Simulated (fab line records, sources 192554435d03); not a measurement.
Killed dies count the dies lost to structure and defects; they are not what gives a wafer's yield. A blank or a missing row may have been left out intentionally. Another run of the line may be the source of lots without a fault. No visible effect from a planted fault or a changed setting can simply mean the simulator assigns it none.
Split-lot study | flow n5 finfet | on a route of 1938 steps: 7 lots, 21 wafers read

## ON THE SPLIT
At N5_BEOL_M11_COAT_59 (time 60 s, resist thk 100 nm), the setting spin rpm was moved away from the recipe's 1500 rpm on 7 of the 21 wafers read, by -7.5% to +2.9%. The other wafers ran this setting at the recipe's value.

## FROM THE SPLIT TO THE READING: what the file shows between them, 7 steps
- N5_BEOL_M11_COAT_60: time 60 s, resist thk 30 nm
- N5_BEOL_M11_COAT_05: resist thk 90 nm
- N5_BEOL_M11_DESCUM_16: chemistry O2, time 7.9 s
- N5_BEOL_M11_ETCH_61: etches SiARC in CF4, target depth 39 nm, time 65 s
- N5_BEOL_M11_ETCH_62: etches SOC in N2/H2, target depth 110 nm, overetch 22 nm, time 165 s
- N5_BEOL_M11_STRIP_68: strips in N2/H2
- N5_BEOL_M11_STRIP_67: strips in CF4

## THE READING
SOC_of_BEOL_M11_COAT_59.thk nm (the simulator's own value, which no gauge read), in nm, at N5_BEOL_M11_HM_OPEN_17 (chemistry Cl2/BCl3, target TiN, target depth 20 nm, overetch 6 nm). The file does not state a usual value for it. Across the 14 wafers here that went through the recipe, the average is 92.3 nm and the standard deviation 0.29 nm.

wafer  | tool, chamber at the split | spin rpm as run, rpm | against the recipe | SOC_of_BEOL_M11_COAT_59.thk nm, nm | against lot-mates on the recipe
L078.3 | litho track-01, 0          | 1500                 | recipe             | 91.8                               | -
L078.4 | litho track-01, 0          | 1500                 | recipe             | 92.6                               | -
L078.6 | litho track-01, 0          | 1435                 | -4.3%              | 94.2                               | +2.0
L079.1 | litho track-05, 0          | 1388                 | -7.5%              | 95.8                               | +3.8
L079.3 | litho track-05, 0          | 1500                 | recipe             | 92                                 | -
L079.5 | litho track-05, 0          | 1388                 | -7.5%              | 96.2                               | +4.2
L083.2 | litho track-05, 0          | 1408                 | -6.1%              | 95.6                               | +3.4
L083.5 | litho track-05, 0          | 1500                 | recipe             | 92.4                               | -
L083.6 | litho track-05, 0          | 1500                 | recipe             | 92                                 | -
L085.1 | litho track-05, 0          | 1500                 | recipe             | 92.4                               | -
L085.6 | litho track-05, 0          | 1500                 | recipe             | 92.4                               | -
L085.5 | litho track-05, 0          | 1500                 | recipe             | 92.8                               | -
L084.2 | litho track-03, 0          | 1500                 | recipe             | 92.6                               | -
L084.4 | litho track-03, 0          | 1500                 | recipe             | 92.6                               | -
L084.3 | litho track-03, 0          | 1500                 | recipe             | 92.2                               | -
L088.1 | litho track-05, 0          | 1500                 | recipe             | 92                                 | -
L088.3 | litho track-05, 0          | 1543                 | +2.9%              | 90.8                               | -1.2
L088.5 | litho track-05, 0          | 1543                 | +2.9%              | 90.8                               | -1.2
L087.1 | litho track-05, 0          | 1500                 | recipe             | 92                                 | -
L087.2 | litho track-05, 0          | 1500                 | recipe             | 92.2                               | -
L087.3 | litho track-05, 0          | 1432                 | -4.5%              | 94.4                               | +2.3

THE FIT
A straight line over all 21 wafers: SOC_of_BEOL_M11_COAT_59.thk nm changes by -0.501 nm for each +1% of spin rpm; r = -0.98; the points scatter about the line by 0.27 nm.
The same after taking each lot's own level away (the mean of its wafers on the recipe; 21 wafers): -0.515 nm for each +1%; r = -0.99; scatter 0.23 nm.
That fit puts the effect of the largest move of spin rpm on the reading at 3.8 nm.
Measured against the standard deviation above, the lots' own levels, which go from 92.00 to 92.53 nm, span 1.8 times it.
So the lot-to-lot level changes the slope little: the two slopes agree.
Check: with one of the wafers moved furthest among these (-7.5%) left out of the fit, the line predicts +3.92 nm for it against its lot-mates. It came out at +3.8 nm against them.

## THE OTHER SPLITS THESE WAFERS WENT THROUGH
Note: prior to the reading, these wafers also went through further splits. Each is held against what the fit with the lots' levels taken away leaves over:
other split on the same wafers | wafers away from the commonest value | r with SOC_of_BEOL_M11_COAT_59.thk nm (lot level and that fit taken away)
N5_BEOL_M7_DESCUM_33 time s    | 8                                    | +0.41
N5_BEOL_M7_VIA_ETCH_34 time s  | 5                                    | -0.33
N5_BEOL_M8_EXPOSE_25 dose mj   | 3                                    | -0.07
N5_BEOL_M8_DESCUM_33 time s    | 9                                    | -0.24
N5_BEOL_M11_PECVD_70 temp c    | 9                                    | -0.08

## THE WHOLE CHAIN: every reading that the file lists as answering this split, in the file's order
step                   | what it does                                                         | reading                                                                         | change (the file's fit)               | r (the file's)
N5_BEOL_M11_COAT_59    | time 60 s, resist thk 100 nm                                         | SOC_of_BEOL_M11_COAT_59.thk nm (the simulator's own value, which no gauge read) | -0.51 nm for each +1% of the setting  | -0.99
N5_BEOL_M11_ETCH_62    | etches SOC in N2/H2, target depth 110 nm, overetch 22 nm, time 165 s | etch.depth nm (the simulator's own value, which no gauge read)                  | -0.516 nm for each +1% of the setting | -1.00
N5_BEOL_M11_HM_OPEN_17 | chemistry Cl2/BCl3, target TiN, target depth 20 nm, overetch 6 nm    | SOC_of_BEOL_M11_COAT_59.thk nm (the simulator's own value, which no gauge read) | -0.52 nm for each +1% of the setting  | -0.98

## THE FILE'S OWN FIT
SOC_of_BEOL_M11_COAT_59.thk nm changes by -0.52 nm for each +1% of spin rpm, r = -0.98.
